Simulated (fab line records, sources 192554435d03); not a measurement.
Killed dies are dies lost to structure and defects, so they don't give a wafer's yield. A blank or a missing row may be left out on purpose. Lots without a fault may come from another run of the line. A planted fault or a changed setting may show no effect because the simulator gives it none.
A struck lot beside a sound one | flow n5_finfet | 15 steps out of a route of 1938
Sound: wafers L879.1, L879.4, L879.5. Struck: wafer L887.5. (L887.2 of the same lot was not struck and is left out.) The cause comes at the end.
At each step with rows: each side's tool, then ch and its chambers, then its first start. Under that, the readings that differ: sound wafers | struck wafers | difference of the means | sigmas: that difference in standard deviations of wafers without a fault.
alike: readings whose means differ by less than 2 such deviations, and words and numbers that are the same on both sides. not compared: withheld readings, readings that some wafer has no value for, bounds like >300 that may hide the same value, and numbers for which the record gives no deviation and whose values overlap.
The two part at a step that has a row with sigmas, a row that says differs or no value, or rows on one side only. Numbers that don't overlap but have no deviation are shown without sigmas and don't part them. A reading that every wafer of one side lacks parts them only if that side has two wafers or more.

first, 1 step without rows for these wafers: N5_BEOL_M2_DEVELOP_27 (develop time 30 s).
N5_BEOL_M2_CD_MEAS_28: target cd 26.2 nm, target cd y 24.1 nm.
  sound on cd_sem-03 ch 0, day 8 13:33; struck on cd_sem-01 ch 0, day 10 02:11
  alike: cd_nm
N5_BEOL_M2_OVL_MEAS_29:
  sound on overlay-01 ch 0, day 8 13:35; struck on overlay-02 ch 0, day 10 02:13
  alike: V1_OVL
N5_BEOL_M2_INSPECT_30: inspects for defects (brightfield).
  sound on defect_inspect-01, day 8 13:38; struck on defect_inspect-01, day 10 02:16
  reading          | sound       | struck | difference | sigmas
  raw_defect_count | 516 749 645 | 374    | -263       | -2
N5_BEOL_M2_DESCUM_33: chemistry O2, time 7 s.
  sound on rie_diel-02 ch 0,2,3, day 8 13:56; struck on rie_diel-02 ch 3, day 10 02:18
  alike: chamber_pressure_mTorr, drypump_motor_current_A, oes_product_au, rf_vpp_V, showerhead_plenum_p_Torr, throttle_valve_pct
  not compared: rf_hours_counter_h
then, 1 step without rows for these wafers: N5_BEOL_M2_ETCH_77 (etches underlayer in N2/H2, target depth 6.5 nm, time 5.2 s).
N5_BEOL_M2_ETCH_69: etches SiARC in CF4, target depth 15.6 nm, time 26 s.
  sound on rie_diel-02 ch 0,2,3, day 8 13:59; struck on rie_diel-02 ch 3, day 10 02:21
  reading    | sound             | struck | difference | sigmas
  bias_w (W) | 36.08 36.00 35.89 | 36.27  | +0.28      | +3
  alike: chamber_pressure_mTorr, drypump_motor_current_A, etch_rf_on_time_s, oes_product_au, rf_vpp_V, showerhead_plenum_p_Torr, throttle_valve_pct
  not compared: rf_hours_counter_h
N5_BEOL_M2_ALD_98: deposits SiO2, target thk 2.5 nm, pulse time 1 s, co reactant pulse time 1 s.
  sound on ald_sin-03 ch 0,1, day 8 14:08; struck on ald_sin-03 ch 2, day 10 02:38
  alike: chamber_pressure_Torr, heater_power_w, precursor_pulse_height_rel
N5_BEOL_M2_ETCHBACK_99: etches SiO2 in CHF3, target depth 5 nm, time 10.4 s.
  sound on rie_diel-01 ch 0,1,3, day 8 16:47; struck on rie_diel-01 ch 3, day 10 04:25
  alike: bias_w, chamber_pressure_mTorr, drypump_motor_current_A, oes_product_au, rf_vpp_V, showerhead_plenum_p_Torr, throttle_valve_pct
  not compared: rf_hours_counter_h
N5_BEOL_M2_ETCH_70: etches SOC in N2/H2, target depth 80 nm, overetch 24 nm, time 130 s.
  sound on rie_diel-01 ch 0,1,3, day 8 16:49; struck on rie_diel-01 ch 3, day 10 04:27
  alike: bias_w, chamber_pressure_mTorr, drypump_motor_current_A, oes_product_au, rf_vpp_V, showerhead_plenum_p_Torr, throttle_valve_pct
  not compared: rf_hours_counter_h
then, 2 steps without rows for these wafers: N5_BEOL_M2_STRIP_71 (strips in N2/H2); N5_BEOL_M2_STRIP_78 (strips in N2/H2).
N5_BEOL_M2_VIA_ETCH_34: etches the open film in C4F6/O2, target depth 69.4 nm, time 65.9 s.
  sound on rie_diel-01 ch 0,1,3, day 8 16:56; struck on rie_diel-01 ch 3, day 10 04:33
  reading                                  | sound            | struck | difference | sigmas
  oes_product_au (a.u.)                    | 0.83 0.78 0.96   | 0.65   | -0.21      | -3
  model.etch.depth_nm (nm)                 | 69.56 69.6 68.78 | 53.17  | -16.14     |
  model.SOC_of_BEOL_M2_COAT_67.thk_nm (nm) | 52.2 52 52       | 54.2   | +2.1       |
  alike: bias_w, chamber_pressure_mTorr, drypump_motor_current_A, oes_o_777_au, rf_vpp_V, showerhead_plenum_p_Torr, throttle_valve_pct
  not compared: rf_hours_counter_h
then, 1 step without rows for these wafers: N5_BEOL_M2_STRIP_83 (strips in C4F6/O2).
N5_BEOL_M4_RC_MEAS_101:
  sound on prober-02 ch 0, day 9 23:12; struck on prober-01 ch 0, day 11 09:58
  reading        | sound          | struck | difference | sigmas
  DIBL_N (mV/V)  | 37.3 33.7 34.7 | 39.6   | +4.4       | +2
  DIBL_P (mV/V)  | 37.3 32.7 33.7 | 41.7   | +7.1       | +3
  IOFF_N (nA/um) | 0.19 0.13 0.14 | 0.26   | +0.11      | +3
  IOFF_P (nA/um) | 0.21 0.15 0.16 | 0.33   | +0.16      | +4
  ION_P (uA/um)  | 461 454 449    | 481    | +26        | +4
  SS_P (mV/dec)  | 73.5 73.0 72.6 | 74.7   | +1.7       | +2
  VT_N (mV)      | 247 251 249    | 242    | -7         | -2
  VT_P (mV)      | -252 -257 -256 | -241   | +14        | +4
  alike: ION_N, SS_N

WHERE THEY PART
First at N5_BEOL_M2_INSPECT_30; last, within this record, at N5_BEOL_M4_RC_MEAS_101.

WHY: what the simulator had put in
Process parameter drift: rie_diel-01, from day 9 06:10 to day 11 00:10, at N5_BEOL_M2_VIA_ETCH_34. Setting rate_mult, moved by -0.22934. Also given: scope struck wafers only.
